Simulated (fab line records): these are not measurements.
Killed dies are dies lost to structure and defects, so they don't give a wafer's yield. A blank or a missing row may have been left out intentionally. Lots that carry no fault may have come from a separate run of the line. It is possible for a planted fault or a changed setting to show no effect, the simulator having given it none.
A struck lot beside a sound one    flow n5_finfet    39 out of 1938 route steps
Sound: the wafers L676.1, L676.4, L676.5. Struck: wafers L671.1, L671.4. (L671.3 of the same lot was not struck and is left out.) The cause comes at the end.
Order at every step that has rows: each side's tool, ch and its chambers, its first start. Under that, the readings that differ: sound wafers    struck wafers    difference of the means    sigmas: that difference in standard deviations of wafers without a fault.
alike: same words and numbers on both sides, and readings whose means sit less than 2 such deviations apart. not compared: any withheld reading, any reading some wafer has no value for, any bound like >300 that may hide the same value, and any number with overlapping values for which the record gives no deviation.
A row with sigmas, a row that says differs or no value, or rows on one side alone: a step with any of these is where the two part. When numbers do not overlap yet have no deviation, they are printed without sigmas and do not part them. Lack of a reading on every wafer of one side parts them only where that side has two or more wafers.

first, 9 steps without rows for these wafers: N5_MOL_CONTACT_COAG_SPUTTER_130 (material Co, target thk 47.5 nm); N5_MOL_CONTACT_COAG_PRECLEAN_125 (cleans in DIW, time 57.5 s); N5_MOL_CONTACT_COAG_SRD_126 (dry time 32 s); N5_MOL_CONTACT_COAG_CMP_23 (polishes, stops on SiO2, t overpolish 1.5 s, target thk 0 nm); N5_MOL_CONTACT_COAG_WET_ETCH_26 (target Co, target depth 13 nm); N5_MOL_CONTACT_COAG_WET_ETCH_116 (etches the open film in SC1-inhibited, target depth 4.6 nm, rinse time 30 s); N5_MOL_CONTACT_COAG_ALD_27 (deposits SiOC, target thk 17 nm, pulse time 1.5 s, time 2720 s); N5_MOL_CONTACT_COAG_CMP_28 (polishes, stops on SiNx, t overpolish 0.85 s, target thk 14.522 nm); N5_MOL_CONTACT_COAG_ALD_123 (deposits SiNx, target thk 5 nm, pulse time 1 s, purge time 2 s).
N5_MOL_CONTACT_COAG_PECVD_31: deposits SiO2 from TEOS/O2, target thk 46 nm, time 8.9 s.
  sound on pecvd-02 ch 0,1,2, day 9 18:39; struck on pecvd-04 ch 0, day 8 11:08
reading                                              sound                 struck         difference  sigmas
susceptor_temp_C (C)                                 400.23 399.69 399.63  414.14 414.25  +14.34      +62
model.SiO2_of_MOL_CONTACT_COAG_PECVD_31.thk_nm (nm)  46 46.2 46            41.4 42.6      -4.1        
  not compared: since_wet_clean_h
then, 19 steps without rows for these wafers: N5_MOL_CONTACT_COAG_COAT_75 (time 60 s, resist thk 60 nm); N5_MOL_CONTACT_COAG_COAT_76 (time 60 s, resist thk 10 nm); N5_MOL_CONTACT_COAG_COAT_77 (time 60 s, resist thk 10 nm); N5_MOL_CONTACT_COAG_COAT_78 (resist thk 40 nm); N5_MOL_CONTACT_COAG_EBR_80; N5_MOL_CONTACT_COAG_SOFTBAKE_79 (time 60 s); N5_MOL_CONTACT_COAG_EXPOSE_81 (exposes mask VG, defocus 0 nm); N5_MOL_CONTACT_COAG_PEB_82 (peb time 60 s); N5_MOL_CONTACT_COAG_DEVELOP_83 (develop time 30 s); N5_MOL_CONTACT_COAG_DESCUM_88 (chemistry O2, time 7 s); N5_MOL_CONTACT_COAG_ETCH_89 (etches underlayer in N2/H2, target depth 13 nm, time 10.4 s); N5_MOL_CONTACT_COAG_ETCH_90 (etches SiARC in CF4, target depth 13 nm, time 21.7 s); N5_MOL_CONTACT_COAG_ALD_131 (deposits SiO2, target thk 5 nm, pulse time 1 s, co reactant pulse time 1 s); N5_MOL_CONTACT_COAG_ETCHBACK_132 (etches SiO2 in CHF3, target depth 10 nm, time 6.7 s); N5_MOL_CONTACT_COAG_ETCH_91 (etches SOC in N2/H2, target depth 60 nm, overetch 21 nm, time 101.2 s); N5_MOL_CONTACT_COAG_STRIP_92 (strips in N2/H2); N5_MOL_CONTACT_COAG_STRIP_93 (strips in N2/H2); N5_MOL_CONTACT_COAG_ETCHBACK_135 (etches SiO2 in CHF3, target depth 25 nm, time 16.7 s); N5_MOL_CONTACT_COAG_STRIP_118 (strips in CHF3).
N5_MOL_CONTACT_COAG_VIA_ETCH_46: etches SiO2 in C4F6/O2, target depth 46 nm, overetch 9.2 nm, time 40 s.
  sound on rie_diel-04 ch 0,3, day 9 19:35; struck on rie_diel-01 ch 0,2, day 8 12:13
reading                   sound              struck       difference  sigmas
model.etch.depth_nm (nm)  46.03 46.28 45.91  41.43 42.65  -4.03       
  alike: drypump_motor_current_A, oes_f_703_au, oes_product_au, rf_vpp_V, showerhead_plenum_p_Torr, throttle_valve_pct
  not compared: rf_hours_counter_h
then, 5 steps without rows for these wafers: N5_MOL_CONTACT_COAG_STRIP_96 (strips in N2/H2); N5_MOL_CONTACT_COAG_ETCH_47 (etches SiNx in CH3F/O2, stops on W, target depth 27 nm); N5_MOL_CONTACT_COAG_STRIP_119 (strips in N2/H2, time 30 s); N5_MOL_CONTACT_COAG_PRECLEAN_144 (cleans in alkaline clean, time 60 s); N5_MOL_CONTACT_COAG_SRD_145 (time 30 s).
N5_MOL_CONTACT_COAG_CMP_52: polishes, stops on SiO2, t overpolish 1.5 s, target thk 66.5 nm.
  sound on cmp-03 ch 0,1,3, day 9 21:40; struck on cmp-01 ch 2,3, day 8 14:29
reading                                              sound         struck     difference  sigmas
model.SiO2_of_MOL_CONTACT_COAG_PECVD_31.thk_nm (nm)  44 44.2 43.8  39.4 40.6  -4.0        
  alike: motor_current_A
N5_MOL_CONTACT_COAG_THK_MEAS_53:
  sound on film_metro-02 at day 9 21:55; struck on film_metro-02 at day 8 14:46
reading           sound           struck     difference  sigmas
VIA_MOL_THK (nm)  44.0 44.2 43.8  39.3 40.6  -4.0        -6
-- here the record skips 7 days between the struck wafers' starts before and after, leaving off in module MOL_CONTACT_COAG and picking up in module BEOL_M4 (first step shown: number 1111 of the route) --
N5_BEOL_M4_RC_MEAS_101:
  sound on prober-01 ch 0, day 17 04:20; struck on prober-02 ch 0, day 15 11:40
  alike: DIBL_N, DIBL_P, IOFF_N, IOFF_P, ION_N, ION_P, SS_N, SS_P, VT_N, VT_P
-- the record jumps here: 5 days lie between the struck wafers' starts before and after (it left off in module BEOL_M4 and takes up again in module PASSIVATION, whose first step shown is number 1936 of the route) --
N5_PASSIVATION_PROBE_49:
  sound on prober-02 at day 21 14:50; struck on prober-02 at day 20 13:01
reading               sound  struck  difference  sigmas
sort_bin_8_speed (%)  0 0 0  0 5.0   +2          +6
  alike: defect_limited_yield, killed_at_M0_to_M3, killed_at_M4_up, killed_at_contacts, killed_at_front_end, killed_at_other, killed_dies, killed_open, killed_short, sort_bin_4_leakage, sort_bin_5_function, sort_bin_6_memory, sort_n_pass, sort_yield_pct

== WHERE THEY PART ==
Earliest at N5_MOL_CONTACT_COAG_PECVD_31; latest, in this record, at N5_PASSIVATION_PROBE_49.

WHY: what the simulator had put in
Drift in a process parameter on pecvd-04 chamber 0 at N5_MOL_CONTACT_COAG_PECVD_31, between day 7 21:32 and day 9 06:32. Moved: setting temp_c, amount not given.
